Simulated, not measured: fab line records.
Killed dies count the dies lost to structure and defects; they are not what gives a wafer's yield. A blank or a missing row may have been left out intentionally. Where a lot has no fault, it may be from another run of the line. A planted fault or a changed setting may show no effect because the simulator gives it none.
A struck lot beside a sound one || flow n5Finfet || 38 out of 1938 route steps
Sound: the wafers L330.1, L330.2, L330.3. Wafers struck: L340.1, L340.3, L340.4. The cause comes at the end.
For every step that has rows: the tool of each side, followed by ch and its chambers, followed by its first start. Under that, the readings that differ: sound wafers || struck wafers || difference of the means || sigmas: that difference in standard deviations of wafers without a fault.
alike: readings with means less than 2 such deviations apart, plus words and numbers identical on both sides. not compared: withheld readings, readings lacking a value on some wafer, bounds such as >300 that could conceal the same value, and numbers that have no deviation in the record and whose values overlap.
A row with sigmas, a row that says differs or no value, or rows on one side alone: a step with any of these is where the two part. Numbers that have no deviation but don't overlap get no sigmas and don't part them. Lack of a reading on every wafer of one side parts them only where that side has two or more wafers.

first, 9 steps without rows for these wafers: N5_HKMG_FIN_SOFTBAKE_07 (time 60 s); N5_HKMG_FIN_EXPOSE_09 (exposes mask NWFM); N5_HKMG_FIN_PEB_10 (peb time 60 s); N5_HKMG_FIN_DEVELOP_11 (develop time 30 s); N5_HKMG_FIN_DESCUM_17 (chemistry O2, time 7.9 s); N5_HKMG_FIN_ETCH_31 (etches SiARC in CF4, target depth 45.5 nm, time 75.8 s); N5_HKMG_FIN_ETCH_32 (etches SOC in N2/H2, target depth 240 nm, time 300 s); N5_HKMG_FIN_STRIP_33 (strips in N2/H2); N5_HKMG_FIN_STRIP_34 (strips in CF4).
N5_HKMG_FIN_ETCH_35: etches SOC in N2/H2, target depth 215.8 nm, time 243.4 s.
  sound on rieDiel-06 ch 0,1,3, day 4 14:40; struck on rieDiel-06 ch 0,2,3, day 6 23:50
  alike: biasW, drypumpMotorCurrentA, h2FlowSccm, oesProductAu, rfVppV, showerheadPlenumPTorr, throttleValvePct
  not compared: rfHoursCounterH
then, 27 steps without rows for these wafers: N5_HKMG_FIN_STRIP_92 (strips SOC in N2/H2, time 20 s); N5_HKMG_FIN_WET_ETCH_18 (etches TiN in SC1, time 55 s, target depth 5.2 nm, rinse time 30 s); N5_HKMG_FIN_STRIP_19 (strips in N2/H2, time 360 s); N5_HKMG_FIN_ALD_91 (deposits TiN, target thk 1 nm, pulse time 1 s, purge time 3 s); N5_HKMG_FIN_COAT_85 (time 60 s, resist thk 300 nm); N5_HKMG_FIN_ETCH_86 (etches SOC in N2/H2, stops on TiN, target depth 393.2 nm); N5_HKMG_FIN_STRIP_89 (strips SOC in N2/H2, time 20 s); N5_HKMG_FIN_WET_ETCH_87 (etches TiN in SC1, time 154.2 s, target depth 4.7 nm, rinse time 30 s); N5_HKMG_FIN_STRIP_88 (strips in N2/H2, time 360 s); N5_HKMG_FIN_NWFM_ALD_20 (deposits TiAlC, target thk 2 nm, pulse time 3 s, purge time 2 s); N5_HKMG_FIN_ALD_71 (deposits TiN, target thk 1 nm, pulse time 1 s, purge time 3 s); N5_HKMG_FIN_COAT_66 (time 60 s, resist thk 300 nm); N5_HKMG_FIN_ETCH_67 (etches SOC in N2/H2, stops on TiN, target depth 388.9 nm); N5_HKMG_FIN_STRIP_90 (strips SOC in N2/H2, time 20 s); N5_HKMG_FIN_WET_ETCH_73 (etches the open film in SC1, time 42.3 s, target depth 1.3 nm, rinse time 30 s); N5_HKMG_FIN_ETCHBACK_68 (etches the open film in Cl2/Ar, stops on HfO2, target depth 0.5 nm); N5_HKMG_FIN_STRIP_69 (strips in N2/H2, time 360 s); N5_HKMG_FIN_ALD_21 (deposits TiN, target thk 1.5 nm, pulse time 1 s, purge time 3 s); N5_HKMG_FIN_ALD_72 (deposits W, target thk 2 nm, pulse time 1 s, purge time 2 s); N5_HKMG_FIN_W_FILL_22 (material W, target thk 60 nm, time 18.2 s); N5_HKMG_FIN_PRECLEAN_83 (cleans in DIW, time 57.5 s); N5_HKMG_FIN_SRD_84 (dry time 32 s); N5_HKMG_FIN_CMP_23 (polishes, stops on SiNx, t overpolish 10 s, target thk 46.326 nm); N5_HKMG_FIN_CMP_94 (polishes, stops on SiNx, t overpolish 4.7 s, target thk 43.299 nm); N5_GATE_CUT_ETCHBACK_00 (etches W in SF6/Cl2); N5_GATE_CUT_ETCH_56 (etches TiN in Cl2/Ar, target depth 21.6 nm); N5_GATE_CUT_ETCHBACK_30 (etches TiN in Cl2/Ar, target depth 3 nm).
-- the record jumps here: 9 days lie between the struck wafers' starts before and after (it left off in module GATE_CUT and takes up again in module PASSIVATION, whose first step shown is number 1936 of the route) --
N5_PASSIVATION_PROBE_49:
  only the struck wafers here have rows in the record (prober-01, day 15 11:55); the sound ones have none

## WHERE THEY PART
N5_PASSIVATION_PROBE_49 only, going by this record.

WHY: what had been put in by the simulator
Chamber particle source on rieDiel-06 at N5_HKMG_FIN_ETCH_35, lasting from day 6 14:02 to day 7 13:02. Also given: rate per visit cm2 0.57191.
